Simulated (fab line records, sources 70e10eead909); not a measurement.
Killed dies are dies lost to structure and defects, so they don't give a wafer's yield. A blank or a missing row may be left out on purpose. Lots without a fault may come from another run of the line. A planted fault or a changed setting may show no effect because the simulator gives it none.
Which tool did it? | flow nand_harc | 13 lots, 39 wafers sampled, at 2 steps of a route of 1302

WHAT THE GAUGES READ, wafer by wafer
NHARC_P_CONTACT_CD_MEAS_12: target cd 90 nm.
lot  | measured     | on        | cd_nm (nm)
L971 | day 5 22:43  | cd_sem-03 | 90.2 90.6 89.7
L973 | day 6 16:05  | cd_sem-01 | 90.1 90.4 90.6
L974 | day 7 06:19  | cd_sem-03 | 89.7 89.8 90.5
L977 | day 8 09:41  | cd_sem-03 | 91.3 90.7 90.8
L978 | day 9 00:00  | cd_sem-01 | 89.2 90.3 90.0
L979 | day 9 02:06  | cd_sem-02 | 90.5 90.3 90.1
L980 | day 9 14:52  | cd_sem-02 | 90.3 89.9 90.3
L983 | day 10 15:59 | cd_sem-02 | 89.1 88.9 89.2
L987 | day 12 16:56 | cd_sem-01 | 107.5 89.8 90.7
L988 | day 12 21:55 | cd_sem-03 | 89.8 89.4 89.3
L992 | day 14 12:10 | cd_sem-03 | 90.3 90.2 90.7
L993 | day 15 01:37 | cd_sem-03 | 90.1 89.6 90.6
L994 | day 15 20:01 | cd_sem-02 | 90.1 89.6 90.1

WHICH TOOL RAN EACH LOT (tool, then ch and the chambers of the sampled wafers, then the start)
lot  | NHARC_P_CONTACT_PEB_10
L971 | litho_track-04 ch 0, day 5 22:38
L973 | litho_track-06 ch 0, day 6 16:01
L974 | litho_track-06 ch 0, day 7 06:14
L977 | litho_track-01 ch 0, day 8 09:37
L978 | litho_track-04 ch 0, day 8 23:55
L979 | litho_track-06 ch 0, day 9 02:01
L980 | litho_track-01 ch 0, day 9 14:47
L983 | litho_track-06 ch 0, day 10 15:55
L987 | litho_track-06 ch 0, day 12 16:52
L988 | litho_track-01 ch 0, day 12 21:50
L992 | litho_track-01 ch 0, day 14 12:05
L993 | litho_track-04 ch 0, day 15 01:32
L994 | litho_track-01 ch 0, day 15 19:56
- NHARC_P_CONTACT_PEB_10: peb time 65 s.

WHAT THE TOOLS THEMSELVES READ (means of the sampled wafers that have a number; where no wafer has one, the mark that the record gives instead)
NHARC_P_CONTACT_PEB_10.
lot  | tool           | plate_temp_C (C)
L971 | litho_track-04 | 99.95
L973 | litho_track-06 | 100.03
L974 | litho_track-06 | 99.99
L977 | litho_track-01 | 100.11
L978 | litho_track-04 | 99.95
L979 | litho_track-06 | 99.77
L980 | litho_track-01 | 99.91
L983 | litho_track-06 | 100.05
L987 | litho_track-06 | 99.74
L988 | litho_track-01 | 99.99
L992 | litho_track-01 | 99.89
L993 | litho_track-04 | 99.92
L994 | litho_track-01 | 99.90

THE ANSWER, worked out from the rows above alone
Rule: what is usual is taken from the lots themselves. Put in order of their means at a reading, lots are off if they are a third of the lots or fewer, leave a main group of 4 or more, and stand apart from it by a gap of 3 or more times the standard deviation of the main group's means; of several such gaps the widest counts. A main group whose means are all the same, to the digits that the tables above print for the reading, isn't used. A lot without any number at a reading at which 4 lots or more have one is off too. The other lots that the step has rows for count as sound. The gauges are gone through in route order, then the tools' own readings, and for those a lot's mean is taken as printed above. The first step at which some lot is off is used, and at that step the reading that is off furthest; a lot without a number counts as furthest.
Off: L987, at NHARC_P_CONTACT_CD_MEAS_12 (cd_nm). The main group: mean 90.1 nm, standard deviation 0.45.
A tool fits if, at a process step before that reading, it ran every lot that is off, and no sound lot after the first of them. The gauges at NHARC_P_CONTACT_CD_MEAS_12 are tried like those tools. Can't be told from this: 2 tools fit, litho_track-06 at NHARC_P_CONTACT_PEB_10, cd_sem-01 at NHARC_P_CONTACT_CD_MEAS_12.

WHAT THE SIMULATOR HAD PUT IN
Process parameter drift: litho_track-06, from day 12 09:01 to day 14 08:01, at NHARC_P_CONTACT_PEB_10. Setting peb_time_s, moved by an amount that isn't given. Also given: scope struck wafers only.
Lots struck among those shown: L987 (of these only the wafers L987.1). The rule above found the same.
